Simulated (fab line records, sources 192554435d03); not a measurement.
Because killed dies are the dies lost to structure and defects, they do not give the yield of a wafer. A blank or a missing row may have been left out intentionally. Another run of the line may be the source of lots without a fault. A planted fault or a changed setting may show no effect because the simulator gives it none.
fab line records | flow n5_finfet | part 2 of 2: steps 17 to 27 of 27
[record] lots = 5 wafers = 15 last_day = 18
route steps=1938 shown BEOL_M7@1293
lots that met no fault: from a run of the same line without faults
start_h: start of the lot's first displayed wafer, in hours after the record's first day | wait_h: hours elapsed since this lot's preceding step | " repeats the value in the row above | L1.1+2: one row covering several wafers at once | - value missing, or start not given | * or withheld: withheld | < > ~ a bound
route shown NAME@n: names a module that has steps shown in the file, with the first one's number in the route | usual: mean/standard deviation of fault-free wafers | same: alike in all rows | chamber/n: place in a boat | sites: per-site readings | _std_site: their standard deviation | _edge_site: the outer-site mean with the inner-site mean subtracted | radius_mm: for every site, how far away it sits from the centre of the wafer | mask NAME#n: copy n | behind: tool/chamber where the wafer was last shaped | hold: reason for holding the lot/hours on hold/outcome of the hold | device: transistor that didn't switch, given as n, p or np | end of line: the route-end tests of the same wafers | step lacking rows: just its recipe | killed: the dies lost at the first sort to structure and to defects; this is not the yield of the wafer | map: a wafer's dies, x killed, . not, _ none there
set.NAME: the run value of the setting; set.NAME@STEP: its run value at that earlier step | model.NAME: the simulator's own value behind a step, which no gauge read
lots at some steps of the route; a table a step, a row a wafer
services: a tool's chamber out of use, with start hour (start_h, from the record's first day; less than 0 if before it), hours out, and reason
[[steps]]
[step N5_BEOL_M7_ETCH_41]
[recipe] chemistry = CH3F/O2 target = SiCN target_depth_a = 319 taper_deg = 2 time_s = 57.8 ion_energy_ev = 120 mask_material = TiN pressure_mtorr = 30 source_w = 395 bias_w = 75 Ar_flow_sccm = 150 CH3F_flow_sccm = 30 O2_flow_sccm = 20
[usual] O2_flow_sccm = 20.00/0.055 drypump_motor_current_A = 6.0/0.55 oes_product_au = 0.79/0.076 rf_fwd_power_W = 391.2/1.7 rf_vpp_V = 297.2/1.6 showerhead_plenum_p_Torr = 1.99/0.066 throttle_valve_pct = 16.42/0.19
[same] time_s = 57.8
// columns lot.wafer tool chamber start_h wait_h O2_flow_sccm drypump_motor_current_A oes_product_au rf_fwd_power_W rf_hours_counter_h rf_vpp_V showerhead_plenum_p_Torr throttle_valve_pct
L078.2 rie_diel-03 2 - - 20.01 5.0 0.74 390.8 178 300.1 2.08 16.47
L078.5 " 2 " " 20.05 5.0 0.75 390.5 - 300.2 2.08 16.47
L078.6 " 1 " " 19.91 6.1 0.71 390.7 - 294.9 1.90 16.01
L083.2 rie_diel-06 2 - - 20.12 6.4 0.74 393.5 185 296.8 1.91 16.50
L083.3 " 3 " " 19.94 5.2 0.78 388.3 90 296.7 2.01 16.55
L083.4 " 1 " " 19.91 5.2 0.92 392.3 18 298.9 2.04 16.09
L082.1 rie_diel-01 0 - - 20.01 6.7 0.76 391.2 131 296.2 1.93 16.68
L082.2 " 2 " " 19.96 6.4 0.85 393.8 55 298.3 2.11 16.47
L082.4 " 1 " " 20.01 6.3 0.73 393.8 182 296.2 1.98 16.34
L089.1 rie_diel-06 3 - - 19.94 5.2 0.77 388.5 102 297.8 2.01 16.57
L089.3 " 0 " " 19.98 6.4 0.91 389.3 13 298.7 2.05 16.32
L089.6 " 3 " " 19.90 5.2 0.77 386.9 - 297.3 2.01 16.58
L093.1 rie_diel-01 3 - - 20.02 6.0 0.86 390.4 57 296.3 1.94 16.39
L093.2 " 2 " " 20.00 6.4 0.83 392.0 67 299.5 2.11 16.50
L093.4 " 1 " " 20.06 6.3 0.71 390.6 195 294.8 1.98 16.37
[step N5_BEOL_M7_STRIP_80]
[recipe] chemistry = N2/H2 time_s = 10 power_w = 450 temp_c = 40 pressure_mtorr = 20 rf_frequency_hz = 6e+07 bias_power_w = 7 n2_flow_sccm = 200 h2_flow_sccm = 200
[usual] drypump_motor_current_A = 6.0/0.55 n2_flow_sccm = 200.0/0.55 oes_product_au = 0.79/0.075 rf_vpp_V = 59.1/0.88 showerhead_plenum_p_Torr = 2.53/0.087 throttle_valve_pct = 23.82/0.2
[same] time_s = 10
// columns lot.wafer tool chamber start_h wait_h drypump_motor_current_A n2_flow_sccm oes_product_au rf_hours_counter_h rf_vpp_V showerhead_plenum_p_Torr throttle_valve_pct
L078.2 rie_diel-03 2 - - 5.0 200.6 0.74 178 60.2 2.63 23.67
L078.5 " 2 " " 5.0 199.5 0.74 - 59.0 2.63 23.68
L078.6 " 1 " " 6.1 200.5 0.72 - 58.0 2.42 23.55
L083.2 rie_diel-06 2 - - 6.4 200.4 0.74 185 57.2 2.42 23.85
L083.3 " 3 " " 5.2 200.4 0.78 90 60.6 2.56 24.10
L083.4 " 1 " " 5.2 199.8 0.92 18 58.5 2.59 23.42
L082.1 rie_diel-01 0 - - 6.6 200.4 0.76 131 57.7 2.44 24.00
L082.2 " 2 " " 6.5 200.4 0.83 55 58.5 2.69 24.08
L082.4 " 1 " " 6.3 199.3 0.73 182 59.6 2.52 23.69
L089.1 rie_diel-06 3 - - 5.2 199.6 0.77 102 58.0 2.56 24.10
L089.3 " 0 " " 6.4 200.4 0.91 13 59.7 2.59 23.89
L089.6 " 3 " " 5.2 200.3 0.77 - 58.9 2.56 24.12
L093.1 rie_diel-01 3 - - 6.0 200.4 0.86 57 59.9 2.46 23.68
L093.2 " 2 " " 6.4 199.3 0.83 67 57.7 2.69 24.09
L093.4 " 1 " " 6.3 199.1 0.72 195 59.6 2.52 23.72
[step N5_BEOL_M7_OCD_MEAS_38]
[usual] trench_depth_nm = 93.5/1.4
// columns lot.wafer tool chamber start_h wait_h trench_depth_nm
L078.2 ocd-02 - 286.97 - 92.2
L078.5 " - " " 92.9
L078.6 " - " " 93.6
L083.2 ocd-02 - 305.40 - 93.2
L083.3 " - " " 92.6
L083.4 " - " " 95.6
L082.1 ocd-02 - 306.37 - 92.6
L082.2 " - " " 95.9
L082.4 " - " " 92.1
L089.1 ocd-01 - 342.71 - 92.8
L089.3 " - " " 96.2
L089.6 " - " " 93.4
L093.1 ocd-01 - 350.64 - 95.6
L093.2 " - " " 97.4
L093.4 " - " " 92.1
[step N5_BEOL_M7_HM_STRIP_39]
[recipe] chemistry = peroxide_tin_strip material = TiN target_depth_a = 250 temp_c = 50 time_s = 158
[same] time_s = 158
// columns lot.wafer tool chamber start_h wait_h
L078.2+5+6 wet_bench-03 6,3,2 287.00 0.0
L083.2+3+4 wet_bench-06 3,4,2 305.43 0.0
L082.1+2+4 wet_bench-06 7,3,0 306.40 0.0
L089.1+3+6 wet_bench-06 2,6,7 342.74 0.0
L093.1+2+4 wet_bench-06 1,2,0 350.67 0.0
[step N5_BEOL_M7_SRD_40]
[recipe] time_s = 30 temp_c = 23 rinse_liquid = diw dry = ipa_marangoni
[same] time_s = 30
// columns lot.wafer tool chamber start_h wait_h
L078.2+5+6 wet_bench-03 6,3,2 287.05 0.0
L083.2+3+4 wet_bench-06 3,4,2 305.48 0.0
L082.1+2+4 wet_bench-06 7,3,0 306.45 0.0
L089.1+3+6 wet_bench-06 2,6,7 342.79 0.0
L093.1+2+4 wet_bench-06 1,2,0 350.72 0.0
[step N5_BEOL_M7_PRECLEAN_42]
[recipe] chemistry = residue_remover time_s = 60 temp_c = 40
[same] time_s = 60
// columns lot.wafer tool chamber start_h wait_h
L078.2+5+6 wet_bench-03 6,3,2 287.07 0.0
L083.2+3+4 wet_bench-06 3,4,2 305.50 0.0
L082.1+2+4 wet_bench-06 7,3,0 306.46 0.0
L089.1+3+6 wet_bench-06 2,6,7 342.81 0.0
L093.1+2+4 wet_bench-06 1,2,0 350.73 0.0
[step N5_BEOL_M7_SRD_43]
[recipe] time_s = 30 temp_c = 23 rinse_liquid = diw dry = ipa_marangoni
[same] time_s = 30
// columns lot.wafer tool chamber start_h wait_h
L078.2+5+6 wet_bench-03 6,3,2 287.09 0.0
L083.2+3+4 wet_bench-06 3,4,2 305.51 0.0
L082.1+2+4 wet_bench-06 7,3,0 306.48 0.0
L089.1+3+6 wet_bench-06 2,6,7 342.82 0.0
L093.1+2+4 wet_bench-06 1,2,0 350.75 0.0
[step N5_BEOL_M7_CD_MEAS_35]
[recipe] target_cd_nm = 40 polarity = opening
[usual] cd_nm = 40.0/0.47
// columns lot.wafer tool chamber start_h wait_h cd_nm
L078.2 cd_sem-03 - 287.13 0.0 40.0
L078.5 " - " " 40.3
L078.6 " - " " 40.7
L083.2 cd_sem-01 - 305.56 0.0 39.9
L083.3 " - " " 39.5
L083.4 " - " " 39.6
L082.1 cd_sem-03 - 306.52 0.0 40.6
L082.2 " - " " 40.6
L082.4 " - " " 40.0
L089.1 cd_sem-03 - 342.86 0.0 40.2
L089.3 " - " " 40.4
L089.6 " - " " 39.7
L093.1 cd_sem-01 - 350.79 0.0 39.8
L093.2 " - " " 40.4
L093.4 " - " " 40.3
[step N5_BEOL_M7_CURE_75]
[recipe] temp_c = 370 time_s = 120 ambient = DMADMS/He material = SiCOH_lowk
[usual] lamp_power_pct = 52.32/0.051 wafer_temp_C_max = 371.8/0.71
[same] time_s = 120
// columns lot.wafer tool chamber start_h wait_h lamp_power_pct wafer_temp_C_max
L078.2 uv_cure-02 0 287.22 0.1 52.47 371.3
L078.5 " 0 " " 52.25 370.7
L078.6 " 0 " " 52.32 371.4
L083.2 uv_cure-03 2 305.65 0.1 52.40 371.7
L083.3 " 2 " " 52.34 371.7
L083.4 " 2 " " 52.30 371.5
L082.1 uv_cure-02 1 306.56 0.0 52.37 371.7
L082.2 " 1 " " 52.31 371.4
L082.4 " 1 " " 52.35 372.1
L089.1 uv_cure-01 0 342.91 0.0 52.30 371.4
L089.3 " 0 " " 52.27 371.7
L089.6 " 0 " " 52.36 371.1
L093.1 uv_cure-03 1 350.83 0.0 52.29 372.7
L093.2 " 1 " " 52.25 372.1
L093.4 " 1 " " 52.32 371.8
[step N5_BEOL_M7_DEGAS_44]
[recipe] ambient = vacuum temp_c = 250 time_s = 60
[usual] heater_power_w = 332/28
[same] time_s = 60
// columns lot.wafer tool chamber start_h wait_h heater_power_w
L078.2 pvd_sputter-02 - 287.57 0.3 345
L078.5 " - " " 347
L078.6 " - " " 342
L083.2 pvd_sputter-03 - 306.06 0.4 348
L083.3 " - " " 292
L083.4 " - " " 300
L082.1 pvd_sputter-03 - 306.92 0.3 351
L082.2 " - " " 290
L082.4 " - " " 290
L089.1 pvd_sputter-02 - 343.62 0.7 341
L089.3 " - " " 328
L089.6 " - " " 306
L093.1 pvd_sputter-03 - 351.15 0.3 297
L093.2 " - " " 300
L093.4 " - " " 370
[step N5_BEOL_M7_PRE_CLEAN_45]
[recipe] gas = H2/He time_s = 30 temp_c = 250
[usual] heater_power_w = 332/28
[same] time_s = 30
// columns lot.wafer tool chamber start_h wait_h heater_power_w
L078.2 pvd_sputter-02 - 287.61 0.0 334
L078.5 " - " " 348
L078.6 " - " " 334
L083.2 pvd_sputter-03 - 306.10 0.0 358
L083.3 " - " " 291
L083.4 " - " " 295
L082.1 pvd_sputter-03 - 306.96 0.0 351
L082.2 " - " " 298
L082.4 " - " " 296
L089.1 pvd_sputter-02 - 343.66 0.0 337
L089.3 " - " " 340
L089.6 " - " " 302
L093.1 pvd_sputter-03 - 351.19 0.0 295
L093.2 " - " " 298
L093.4 " - " " 363
[[services]]
// columns tool chamber start_h hours kind
euv_scanner-01 - 273.28 1.0 pm
euv_scanner-01 - 275.82 5.8 pm
rie_diel-06 3 281.08 5.0 repair
litho_track-05 - 281.34 - consumable_replace:filter
wet_bench-03 - 281.74 0.7 repair
rie_diel-06 1 284.55 4.9 repair
rie_diel-06 0 289.47 - clean
rie_diel-06 0 289.47 - consumable_replace:focus_ring
rie_diel-06 0 289.47 12.7 scheduled_down
rie_diel-06 0 289.47 12.7 vent_cycle
euv_scanner-02 - 289.88 1.2 repair
rie_diel-03 - 293.56 16.0 repair
euv_scanner-01 - 305.28 0.5 repair
euv_scanner-02 - 306.92 1.0 pm
uv_cure-02 - 309.00 6.8 repair
euv_scanner-01 - 317.05 4.6 pm
euv_scanner-02 - 321.65 5.8 pm
uv_cure-01 - 322.12 1.0 pm
euv_scanner-01 - 329.43 1.0 pm
uv_cure-01 - 329.83 3.3 repair
uv_cure-02 - 335.87 7.5 pm
euv_scanner-02 - 336.77 4.6 pm
wet_bench-03 - 340.04 16.4 repair
uv_cure-02 - 349.11 4.3 pm
